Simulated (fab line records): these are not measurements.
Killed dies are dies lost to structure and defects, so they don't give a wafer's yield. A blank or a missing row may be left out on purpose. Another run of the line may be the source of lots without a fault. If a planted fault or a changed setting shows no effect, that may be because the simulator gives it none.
Split-lot study || flow n5Finfet || 39 wafers read across 7 lots, on a route 1938 steps long

SPLIT DETAILS
At N5_BEOL_M6_DESCUM_33 (chemistry O2, time 7 s), the setting timeS was moved away from the recipe's 7 s on 15 of the 39 wafers read, by -55.8% to +37.1%. The other wafers ran this setting at the recipe's value.

The split's own step is where the reading is taken.

THE READING
CAR-EUV_of_BEOL_M6_COAT_22.thkNm (the simulator's own value, which no gauge read), in nm, at N5_BEOL_M6_DESCUM_33 (chemistry O2, time 7 s). The file does not state a usual value for it. Here, 24 wafers ran the recipe; their average is 26.0 nm with a standard deviation of 0.11 nm.

{"wafer": "L077.1", "tool, chamber at the split": "rieDiel-04, 3,2,1", "timeS as run, s": 9.583, "against the recipe": "+36.9%", "CAR-EUV_of_BEOL_M6_COAT_22.thkNm, nm": 24.8, "against lot-mates on the recipe": -1.3}
{"wafer": "L077.4", "tool, chamber at the split": "rieDiel-04, 3,2,1", "timeS as run, s": 9.583, "against the recipe": "+36.9%", "CAR-EUV_of_BEOL_M6_COAT_22.thkNm, nm": 24.8, "against lot-mates on the recipe": -1.3}
{"wafer": "L077.6", "tool, chamber at the split": "rieDiel-04, 3,2,1", "timeS as run, s": 9.583, "against the recipe": "+36.9%", "CAR-EUV_of_BEOL_M6_COAT_22.thkNm, nm": 24.8, "against lot-mates on the recipe": -1.3}
{"wafer": "L077.2", "tool, chamber at the split": "rieDiel-04, 1,0", "timeS as run, s": 7, "against the recipe": "recipe", "CAR-EUV_of_BEOL_M6_COAT_22.thkNm, nm": 26, "against lot-mates on the recipe": "-"}
{"wafer": "L077.3", "tool, chamber at the split": "rieDiel-04, 1,0", "timeS as run, s": 7, "against the recipe": "recipe", "CAR-EUV_of_BEOL_M6_COAT_22.thkNm, nm": 26, "against lot-mates on the recipe": "-"}
{"wafer": "L077.5", "tool, chamber at the split": "rieDiel-04, 0", "timeS as run, s": 7, "against the recipe": "recipe", "CAR-EUV_of_BEOL_M6_COAT_22.thkNm, nm": 26.2, "against lot-mates on the recipe": "-"}
{"wafer": "L078.1", "tool, chamber at the split": "rieDiel-02, 2", "timeS as run, s": 9.594, "against the recipe": "+37.1%", "CAR-EUV_of_BEOL_M6_COAT_22.thkNm, nm": 24.6, "against lot-mates on the recipe": -1.5}
{"wafer": "L078.2", "tool, chamber at the split": "rieDiel-02, 0,1", "timeS as run, s": 7, "against the recipe": "recipe", "CAR-EUV_of_BEOL_M6_COAT_22.thkNm, nm": 26.2, "against lot-mates on the recipe": "-"}
{"wafer": "L078.4", "tool, chamber at the split": "rieDiel-02, 0,1", "timeS as run, s": 7, "against the recipe": "recipe", "CAR-EUV_of_BEOL_M6_COAT_22.thkNm, nm": 26.2, "against lot-mates on the recipe": "-"}
{"wafer": "L078.3", "tool, chamber at the split": "rieDiel-02, 1", "timeS as run, s": 9.594, "against the recipe": "+37.1%", "CAR-EUV_of_BEOL_M6_COAT_22.thkNm, nm": 24.8, "against lot-mates on the recipe": -1.3}
{"wafer": "L078.5", "tool, chamber at the split": "rieDiel-02, 2", "timeS as run, s": 7, "against the recipe": "recipe", "CAR-EUV_of_BEOL_M6_COAT_22.thkNm, nm": 26, "against lot-mates on the recipe": "-"}
{"wafer": "L078.6", "tool, chamber at the split": "rieDiel-02, 0", "timeS as run, s": 9.594, "against the recipe": "+37.1%", "CAR-EUV_of_BEOL_M6_COAT_22.thkNm, nm": 25, "against lot-mates on the recipe": -1.1}
{"wafer": "L083.1", "tool, chamber at the split": "rieDiel-04, 2,1", "timeS as run, s": 7, "against the recipe": "recipe", "CAR-EUV_of_BEOL_M6_COAT_22.thkNm, nm": 26.2, "against lot-mates on the recipe": "-"}
{"wafer": "L083.2", "tool, chamber at the split": "rieDiel-04, 2,1", "timeS as run, s": 7, "against the recipe": "recipe", "CAR-EUV_of_BEOL_M6_COAT_22.thkNm, nm": 26.2, "against lot-mates on the recipe": "-"}
{"wafer": "L083.3", "tool, chamber at the split": "rieDiel-04, 0", "timeS as run, s": 4.316, "against the recipe": "-38.3%", "CAR-EUV_of_BEOL_M6_COAT_22.thkNm, nm": 27.6, "against lot-mates on the recipe": "+1.5"}
{"wafer": "L083.4", "tool, chamber at the split": "rieDiel-04, 3", "timeS as run, s": 7, "against the recipe": "recipe", "CAR-EUV_of_BEOL_M6_COAT_22.thkNm, nm": 26, "against lot-mates on the recipe": "-"}
{"wafer": "L083.5", "tool, chamber at the split": "rieDiel-04, 2,1", "timeS as run, s": 4.316, "against the recipe": "-38.3%", "CAR-EUV_of_BEOL_M6_COAT_22.thkNm, nm": 27.4, "against lot-mates on the recipe": "+1.3"}
{"wafer": "L083.6", "tool, chamber at the split": "rieDiel-04, 2,1", "timeS as run, s": 4.316, "against the recipe": "-38.3%", "CAR-EUV_of_BEOL_M6_COAT_22.thkNm, nm": 27.4, "against lot-mates on the recipe": "+1.3"}
{"wafer": "L084.1", "tool, chamber at the split": "rieDiel-02, 0", "timeS as run, s": 7, "against the recipe": "recipe", "CAR-EUV_of_BEOL_M6_COAT_22.thkNm, nm": 26.2, "against lot-mates on the recipe": "-"}
{"wafer": "L084.2", "tool, chamber at the split": "rieDiel-02, 3", "timeS as run, s": 4.07, "against the recipe": "-41.9%", "CAR-EUV_of_BEOL_M6_COAT_22.thkNm, nm": 27.6, "against lot-mates on the recipe": "+1.5"}
{"wafer": "L084.6", "tool, chamber at the split": "rieDiel-02, 3", "timeS as run, s": 4.07, "against the recipe": "-41.9%", "CAR-EUV_of_BEOL_M6_COAT_22.thkNm, nm": 27.6, "against lot-mates on the recipe": "+1.5"}
{"wafer": "L084.3", "tool, chamber at the split": "rieDiel-02, 1,2", "timeS as run, s": 7, "against the recipe": "recipe", "CAR-EUV_of_BEOL_M6_COAT_22.thkNm, nm": 26, "against lot-mates on the recipe": "-"}
{"wafer": "L084.5", "tool, chamber at the split": "rieDiel-02, 1,2", "timeS as run, s": 7, "against the recipe": "recipe", "CAR-EUV_of_BEOL_M6_COAT_22.thkNm, nm": 26, "against lot-mates on the recipe": "-"}
{"wafer": "L084.4", "tool, chamber at the split": "rieDiel-02, 2", "timeS as run, s": 4.07, "against the recipe": "-41.9%", "CAR-EUV_of_BEOL_M6_COAT_22.thkNm, nm": 27.4, "against lot-mates on the recipe": "+1.3"}
{"wafer": "L085.1", "tool, chamber at the split": "rieDiel-02, 0", "timeS as run, s": 3.092, "against the recipe": "-55.8%", "CAR-EUV_of_BEOL_M6_COAT_22.thkNm, nm": 28, "against lot-mates on the recipe": "+2.0"}
{"wafer": "L085.5", "tool, chamber at the split": "rieDiel-02, 0", "timeS as run, s": 3.092, "against the recipe": "-55.8%", "CAR-EUV_of_BEOL_M6_COAT_22.thkNm, nm": 28, "against lot-mates on the recipe": "+2.0"}
{"wafer": "L085.2", "tool, chamber at the split": "rieDiel-02, 2,3,3", "timeS as run, s": 7, "against the recipe": "recipe", "CAR-EUV_of_BEOL_M6_COAT_22.thkNm, nm": 26, "against lot-mates on the recipe": "-"}
{"wafer": "L085.3", "tool, chamber at the split": "rieDiel-02, 2,3,3", "timeS as run, s": 7, "against the recipe": "recipe", "CAR-EUV_of_BEOL_M6_COAT_22.thkNm, nm": 26, "against lot-mates on the recipe": "-"}
{"wafer": "L085.6", "tool, chamber at the split": "rieDiel-02, 2,3,3", "timeS as run, s": 7, "against the recipe": "recipe", "CAR-EUV_of_BEOL_M6_COAT_22.thkNm, nm": 26, "against lot-mates on the recipe": "-"}
{"wafer": "L085.4", "tool, chamber at the split": "rieDiel-02, 1", "timeS as run, s": 3.092, "against the recipe": "-55.8%", "CAR-EUV_of_BEOL_M6_COAT_22.thkNm, nm": 27.8, "against lot-mates on the recipe": "+1.8"}
{"wafer": "L090.1", "tool, chamber at the split": "rieDiel-04, 1,3", "timeS as run, s": 7, "against the recipe": "recipe", "CAR-EUV_of_BEOL_M6_COAT_22.thkNm, nm": 25.8, "against lot-mates on the recipe": "-"}
{"wafer": "L090.2", "tool, chamber at the split": "rieDiel-04, 1,3", "timeS as run, s": 7, "against the recipe": "recipe", "CAR-EUV_of_BEOL_M6_COAT_22.thkNm, nm": 25.8, "against lot-mates on the recipe": "-"}
{"wafer": "L090.3", "tool, chamber at the split": "rieDiel-04, 0,2,2,1", "timeS as run, s": 7, "against the recipe": "recipe", "CAR-EUV_of_BEOL_M6_COAT_22.thkNm, nm": 26, "against lot-mates on the recipe": "-"}
{"wafer": "L090.4", "tool, chamber at the split": "rieDiel-04, 0,2,2,1", "timeS as run, s": 7, "against the recipe": "recipe", "CAR-EUV_of_BEOL_M6_COAT_22.thkNm, nm": 26, "against lot-mates on the recipe": "-"}
{"wafer": "L090.5", "tool, chamber at the split": "rieDiel-04, 0,2,2,1", "timeS as run, s": 7, "against the recipe": "recipe", "CAR-EUV_of_BEOL_M6_COAT_22.thkNm, nm": 26, "against lot-mates on the recipe": "-"}
{"wafer": "L090.6", "tool, chamber at the split": "rieDiel-04, 0,2,2,1", "timeS as run, s": 7, "against the recipe": "recipe", "CAR-EUV_of_BEOL_M6_COAT_22.thkNm, nm": 26, "against lot-mates on the recipe": "-"}
{"wafer": "L089.2", "tool, chamber at the split": "rieDiel-03, 0,3,0", "timeS as run, s": 7, "against the recipe": "recipe", "CAR-EUV_of_BEOL_M6_COAT_22.thkNm, nm": 26, "against lot-mates on the recipe": "-"}
{"wafer": "L089.3", "tool, chamber at the split": "rieDiel-03, 0,3,0", "timeS as run, s": 7, "against the recipe": "recipe", "CAR-EUV_of_BEOL_M6_COAT_22.thkNm, nm": 26, "against lot-mates on the recipe": "-"}
{"wafer": "L089.4", "tool, chamber at the split": "rieDiel-03, 0,3,0", "timeS as run, s": 7, "against the recipe": "recipe", "CAR-EUV_of_BEOL_M6_COAT_22.thkNm, nm": 26, "against lot-mates on the recipe": "-"}
If several chambers appear in one row, that row covers several wafers at once and the file leaves open which wafer was in which chamber.

THE FIT
A straight line over all 39 wafers: CAR-EUV_of_BEOL_M6_COAT_22.thkNm changes by -0.0346 nm for each +1% of timeS; r = -0.99; the points scatter about the line by 0.12 nm.
The same after taking each lot's own level away (the mean of its wafers on the recipe; 39 wafers): -0.0349 nm for each +1%; r = -0.99; scatter 0.094 nm.
That fit puts the effect of the largest move of timeS on the reading at 1.9 nm.
Across the lots, their own levels run from 25.93 to 26.13 nm, a range of 1.8 times the standard deviation given above.
The two slopes agree, so the slope changes little with the lot-to-lot level.
Check: for one of the wafers moved furthest among these (-55.8%), held out of the fit, the line's prediction against its lot-mates is +1.94 nm. Against them it came out at +2 nm.

OTHER SPLITS ON THESE WAFERS
Note: prior to the reading, these wafers also went through further splits. Each is held against what the fit with the lots' levels taken away leaves over:
{"other split on the same wafers": "N5_BEOL_M4_DESCUM_33 timeS", "wafers away from the commonest value": 15, "r with CAR-EUV_of_BEOL_M6_COAT_22.thkNm (lot level and that fit taken away)": -0.15}

THE FILE'S OWN FIT
CAR-EUV_of_BEOL_M6_COAT_22.thkNm changes by -0.0349 nm for each +1% of timeS, r = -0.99.
